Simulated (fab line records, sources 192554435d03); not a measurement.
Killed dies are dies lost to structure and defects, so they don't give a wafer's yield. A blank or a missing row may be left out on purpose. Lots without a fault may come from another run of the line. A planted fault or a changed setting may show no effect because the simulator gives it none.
fab line records | flow n5_finfet
record lots=5 wafers=12 last_day=17
route steps=1938 shown DUMMY_GATE@248 SPACER0@258 SD_EPI_N@262 PASSIVATION@1936
lots that met no fault: from a run of the same line without faults
start_h: hours from the record's first day to the start of the lot's first wafer shown | wait_h: hours since the lot's step before | " the same as in the row above | L1.1+2: a row that stands for several wafers | - no value, or no start given | * or withheld: withheld | < > ~ a bound
route shown NAME@n: a module of which the file shows steps, and the number in the route of the first | usual: mean/standard deviation of fault-free wafers | same: alike in all rows | chamber/n: place in a boat | sites: the reading at each site | _std_site: their standard deviation | _edge_site: outer sites' mean less inner sites' | radius_mm: how far each site lies from the wafer's centre | mask NAME#n: copy n | behind: the tool/chamber that last shaped the wafer | hold: why the lot was held/for how many hours/how that ended | device: the transistor (n, p or np) that didn't switch | end of line: the same wafers' tests at the end of the route | a step without rows: its recipe alone | killed: dies lost to structure and defects at the first sort, not the wafer's yield | map: a wafer's dies, x killed, . not, _ none there
set.NAME: the setting as run; set.NAME@STEP: as run at that earlier step | model.NAME: the simulator's own value behind a step, which no gauge read
lots at some steps of the route; a table a step, a row a wafer
services: from which hour (start_h, from the record's first day; less than 0 if before it) a tool's chamber was out of use, for how many hours, and why
## steps
# step N5_DUMMY_GATE_ETCH_44
# recipe chemistry=HBr/O2 over_etch_frac=0.7 target_depth_a=1275 stop_on=SiO2 ion_energy_ev=60 bias_w=20 target=poly-Si mask_material=SiO2 pressure_mtorr=20 icp_w=400 HBr_flow_sccm=120 O2_flow_sccm=10
# step N5_DUMMY_GATE_ETCH_42
# recipe chemistry=CHF3/O2 target=SiO2 target_depth_a=35 time_s=31 ion_energy_ev=30 bias_w=12 pressure_mtorr=30 source_w=600 Ar_flow_sccm=200 CHF3_flow_sccm=50 O2_flow_sccm=5
# step N5_DUMMY_GATE_STRIP_48
# recipe chemistry=N2/H2 time_s=20 power_w=100 temp_c=40 pressure_mtorr=100 rf_frequency_hz=6e+07 bias_power_w=3 n2_flow_sccm=300 h2_flow_sccm=300
# step N5_DUMMY_GATE_PRECLEAN_33
# recipe chemistry=dHF time_s=10 dilution=750:1 temp_c=25
# step N5_DUMMY_GATE_PRECLEAN_25
# recipe chemistry=O3/DIW time_s=45 temp_c=22 o3_ppm=10
# step N5_DUMMY_GATE_PRECLEAN_51
# recipe chemistry=SC2 time_s=45 temp_c=35 mix=1:1:50
# step N5_DUMMY_GATE_SRD_26
# recipe dry=ipa_marangoni time_s=30 temp_c=23 rinse_liquid=diw
# step N5_DUMMY_GATE_UV_OZONE_45
# recipe time_s=120 pressure_torr=760 temp_c=25
# step N5_SPACER0_ALD_07
# recipe material=SiNx target_thk_a=20 temp_c=400 ald_precursor_family=SiH2I2 ald_co_reactant=N2/H2-plasma pressure_torr=2
# step N5_SPACER0_ALD_00
# recipe material=SiOCN target_thk_a=35 temp_c=400 ald_precursor_family=alkyl-aminosilane ald_co_reactant=O2/N2-plasma pulse_time_s=3 purge_time_s=2 co_reactant_purge_time_s=2 ald_cycles=58 pressure_torr=2
# step N5_SPACER0_ALD_08
# recipe material=SiNx target_thk_a=20 temp_c=400 ald_precursor_family=SiH2I2 ald_co_reactant=N2/H2-plasma pressure_torr=2
# usual chamber_pressure_Torr=2.000/0.0046 heater_power_w=824/75
# columns lot.wafer tool chamber start_h wait_h chamber_pressure_Torr heater_power_w model.SiNx_of_SPACER0_ALD_08.thk_nm
L562.2 ald_sin-03 3 56.27 0.1 2.005 915 2
L562.4 " 2 " " 2.001 786 2
L562.5 " 2 " " 2.007 784 2
L574.5 ald_sin-03 1 125.60 0.1 2.000 945 3.4
L574.6 " 0 " " 1.998 796 3.6
L575.2 ald_sin-04 1 134.30 0.1 1.993 804 2
L575.3 " 0 " " 2.003 668 2
L575.6 " 3 " " 2.000 826 2
L579.4 ald_sin-03 0 157.86 0.1 1.995 794 2
L579.5 " 2 " " 2.001 775 3.4
L580.5 ald_sin-03 0 163.33 0.1 2.008 801 3.4
L580.6 " 3 " " 2.001 975 3.4
# step N5_SD_EPI_N_COAT_32
# recipe resist=SOC temp_c=250 time_s=60 spin_rpm=1500 resist_thk_nm=350
# step N5_SD_EPI_N_COAT_33
# recipe resist=SiARC temp_c=220 time_s=60 spin_rpm=1500 resist_thk_nm=35
# step N5_SD_EPI_N_COAT_03
# recipe resist=CAR-ArF-block spin_rpm=1500 resist_thk_nm=150
# step N5_SD_EPI_N_EBR_05
# recipe solvent=PGMEA ebr_width_mm=1.5
# step N5_SD_EPI_N_SOFTBAKE_04
# recipe temp_c=110 time_s=60 resist=CAR-ArF-block
# step N5_SD_EPI_N_EXPOSE_06
# recipe mask_id=SD_N_BLK na=1.35 source_shape=conventional sigma_outer=0.8 polarization=unpolarized target_cd_nm=120 dose_mj=39.75
# step N5_SD_EPI_N_PEB_07
# recipe peb_temp_c=110 peb_time_s=60 resist=CAR-ArF-block
# step N5_SD_EPI_N_DEVELOP_08
# recipe develop_time_s=30 developer=TMAH resist=CAR-ArF-block dev_temp_c=23 rinse_liquid=diw dry=air_spin
# step N5_SD_EPI_N_DESCUM_14
# recipe chemistry=O2 time_s=7.9 source_power_w=50 bias_power_w=20 pressure_mtorr=20 rf_frequency_hz=2.712e+07 temp_c=40 resist=CAR-ArF-block o2_flow_sccm=225
# step N5_SD_EPI_N_ETCH_34
# recipe chemistry=CF4 target=SiARC target_depth_a=455 mask_material=CAR-ArF-block time_s=75.8 ion_energy_ev=80 pressure_mtorr=40 source_w=545 bias_w=36 Ar_flow_sccm=100 cf4_flow_sccm=100 ends=cleared
# step N5_SD_EPI_N_ETCH_35
# recipe chemistry=N2/H2 target=SOC overetch_a=1080 mask_material=SiARC temp_c=40 ion_energy_ev=100 source_w=3000 bias_w=133 pressure_mtorr=20 time_s=486 n2_flow_sccm=200 h2_flow_sccm=200
# step N5_SD_EPI_N_STRIP_36
# recipe chemistry=N2/H2 temp_c=40 n2_flow_sccm=200 h2_flow_sccm=200 rf_frequency_hz=6e+07
# step N5_SD_EPI_N_ETCHBACK_44
# recipe chemistry=CH3F/O2 mode=anisotropic_etchback target=SiNx target_depth_a=145 stop_on=SiO2 over_etch_frac=0.3 ion_energy_ev=120 pressure_mtorr=30 source_w=395 bias_w=73 Ar_flow_sccm=150 CH3F_flow_sccm=30 O2_flow_sccm=20
# step N5_SD_EPI_N_ETCH_45
# recipe chemistry=CH3F/O2 target=SiOCN target_depth_a=60 mask_material=SOC ion_energy_ev=60 bias_w=29 pressure_mtorr=15 source_w=410 Ar_flow_sccm=150 CH3F_flow_sccm=30 O2_flow_sccm=20
# step N5_SD_EPI_N_ETCH_16
# recipe chemistry=CHF3/O2 target=SiO2 target_depth_a=50 mask_material=SOC pressure_mtorr=30 source_w=650 bias_w=170 Ar_flow_sccm=200 CHF3_flow_sccm=50 O2_flow_sccm=5 ion_energy_ev=200
# step N5_SD_EPI_N_STRIP_47
# recipe chemistry=CHF3/O2 resist=SiARC rf_frequency_hz=6e+07
# step N5_SD_EPI_N_SD_RECESS_17
# recipe chemistry=HBr/Cl2/O2 target_depth_a=410 mask_material=SOC time_s=23.7 bt_time_s=3 pressure_mtorr=10 icp_w=800 bias_w=112 HBr_flow_sccm=150 Cl2_flow_sccm=80 O2_flow_sccm=12
# step N5_SD_EPI_N_STRIP_38
# recipe chemistry=N2/H2 power_w=1000 temp_c=250 h2_frac=0.65 overash_fraction=0.3 pressure_mtorr=withheld n2_flow_sccm=1750 h2_flow_sccm=3250
# step N5_SD_EPI_N_WET_ETCH_43
# recipe chemistry=dHF dilution=withheld time_s=14 target=SiO2 target_depth_a=15 temp_c=25
# columns lot.wafer tool chamber start_h wait_h model.SiNx_of_SPACER0_ALD_08.thk_nm
L562.2+4+5 wet_bench-02 6,3,5 57.81 - 1.6
L574.5+6 wet_bench-05 1,6 127.05 - 3
L575.2+3+6 wet_bench-01 6,5,2 135.81 - 1.6
L579.4 wet_bench-01 6 159.25 - 1.6
L579.5 " 0 " " 3
L580.5+6 wet_bench-01 1,4 165.06 - 3
# step N5_SD_EPI_N_STRIP_18
# recipe chemistry=SPM time_s=750 temp_c=130 h2so4_h2o2_vol_ratio=4
# step N5_PASSIVATION_PROBE_49
# usual killed_at_M0_to_M3=35/11 killed_at_M4_up=14/5.4 killed_at_contacts=12/6.2 killed_at_front_end=38/11 killed_at_other=4.1/2.8 killed_dies=103/17 killed_open=66/13 killed_short=34/8.2
# same gross_dies=1180 killed_at_back_side=0
# columns lot.wafer tool chamber start_h wait_h killed_at_M0_to_M3 killed_at_M4_up killed_at_contacts killed_at_front_end killed_at_other killed_dies killed_open killed_short
L562.2 prober-02 - 266.56 0.1 43 13 3 38 1 98 61 35
L562.4 prober-02 - 266.66 0.2 40 11 12 34 2 99 70 27
L562.5 prober-02 - 266.71 0.2 40 13 7 38 5 103 65 36
L580.6 prober-02 - 411.20 0.3 62 9 12 48 0 131 91 37
# killed by level:class
L562.2 STI_FIN_REVEAL:geometric_particle:open=12 BEOL_M0_SAQP:geometric_particle:open=12 BEOL_M0_SAQP:geometric_particle:short=10 BEOL_M3:geometric_particle:open=10 BEOL_M4:geometric_particle:open=8 BEOL_M2:geometric_particle:open=6 FIN_SAQP:geometric_particle:short=4 STI_FIN_REVEAL:geometric_particle:short=4
L562.4 FIN_SAQP:geometric_particle:open=10 MOL_CONTACT_COAG:geometric_particle:open=10 FIN_SAQP:geometric_particle:short=7 STI_FIN_REVEAL:geometric_particle:open=7 BEOL_M0_SAQP:geometric_particle:open=7 BEOL_M0:geometric_particle:open=7 BEOL_M1:geometric_particle:open=5 BEOL_M0:geometric_particle:short=5
L562.5 BEOL_M0_SAQP:geometric_particle:short=9 STI_FIN_REVEAL:geometric_particle:open=8 BEOL_M0_SAQP:geometric_particle:open=8 BEOL_M4:geometric_particle:open=8 FIN_SAQP:geometric_particle:open=7 GATE_CUT:geometric_particle:short=6 MOL_CONTACT_COAG:geometric_particle:open=6 FIN_SAQP:geometric_particle:short=5
L580.6 FIN_SAQP:geometric_particle:open=26 BEOL_M0_SAQP:geometric_particle:short=16 BEOL_M1:geometric_particle:open=15 BEOL_M0_SAQP:geometric_particle:open=11 BEOL_M3:geometric_particle:open=10 MOL_CONTACT_COAG:geometric_particle:open=9 FIN_SAQP:geometric_particle:short=6 STI_FIN_REVEAL:geometric_particle:open=3
## services
# columns tool chamber start_h hours kind
wet_bench-05 - 47.45 4.0 repair
ald_sin-03 - 62.26 1.1 repair
ald_sin-03 - 85.25 14.0 pm
ald_sin-03 0 85.25 14.0 vent_cycle
ald_sin-03 1 85.25 14.0 vent_cycle
ald_sin-03 2 85.25 14.0 vent_cycle
ald_sin-03 3 85.25 14.0 vent_cycle
ald_sin-03 0 99.25 - clean
ald_sin-03 1 99.25 - clean
ald_sin-03 2 99.25 - clean
ald_sin-03 3 99.25 - clean
## key
first_sign none at tools or gauges
model_effect step=N5_SPACER0_ALD_08 value=SiNx_of_SPACER0_ALD_08.thk_nm without=2 struck=3.44
model_effect step=N5_SD_EPI_N_WET_ETCH_43 value=SiNx_of_SPACER0_ALD_08.thk_nm without=1.6 struck=3
met_at N5_SPACER0_ALD_08
struck_wafers L574.5,L574.6,L579.5,L580.5,L580.6
tester_left_out L574,L579,L580
onset_between 56.27 125.60
fault kind=process_parameter_drift tool=ald_sin-03 chamber=- onset_h=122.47 steps=N5_SPACER0_ALD_08 channel=target_thk_a offset=* shape=step end_h=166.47 scope=struck_wafers_only acts_in=* stated=*
# tester_left_out: of these lots the tester's yield and bins aren't shown, on N5 and GAA mostly nor the transistor test; their killed dies are dies lost to structure and defects alone, not to doping, threshold or leakage, so they don't give the yield
